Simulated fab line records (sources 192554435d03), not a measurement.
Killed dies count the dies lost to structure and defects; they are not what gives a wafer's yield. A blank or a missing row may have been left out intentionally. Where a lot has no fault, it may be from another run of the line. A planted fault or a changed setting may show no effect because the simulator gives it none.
Chamber matching    flow n5 finfet    rie diel-01 running N5_MOL_CONTACT_COAG_ETCHBACK_136: 4 sister chambers
The step etches SiO2 in CHF3, target depth 25 nm, time 16.7 s. 4 wafers are shown with their chamber, then 12 later ones without.

## WAFERS WITH THEIR CHAMBER
wafer   chamber  throttle valve pct (%)
L082.1  0        18.46
L083.3  3        18.71
L085.4  1        18.97
L085.5  2        19.32

## WAFERS WHOSE CHAMBER IS MISSING
wafer   throttle valve pct (%)
L089.2  18.98
L089.4  18.50
L089.6  18.96
L094.1  18.51
L094.2  18.76
L094.4  18.96
L095.1  18.53
L095.4  18.98
L095.5  19.00
L097.1  18.54
L097.2  18.78
L097.6  18.54

## THE CHAMBER EACH PASSED THROUGH
wafer    from the rows above       in truth
L089.2   1                         1
L089.4   0                         0
L089.6   1                         1
L094.1   0                         0
L094.2   3                         3
L094.4   1                         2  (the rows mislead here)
L095.1   0                         0
L095.4   1                         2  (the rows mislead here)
L095.5   1                         1
L097.1   can't be placed: 0 or 3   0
L097.2   3                         3
L097.6   can't be placed: 0 or 3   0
Placed correctly: 8 of 12. From these rows, 2 cannot be placed; in 2 the true chamber is one of the candidates. 2 placed wrongly.
How it was worked out, from the rows above alone: a wafer's distance from a chamber is the root of the sum, over the readings, of the square of ((its reading less the chamber's mean) divided by the reading's scatter). If the next closest chamber is less than 2 further off than the closest, the wafer can't be placed; otherwise it belongs to the closest. A chamber's mean is the mean of its shown wafers. The scatter (one wafer shown for each chamber): square how far every hidden wafer sits from the nearest shown wafer, average those squares and take the square root.
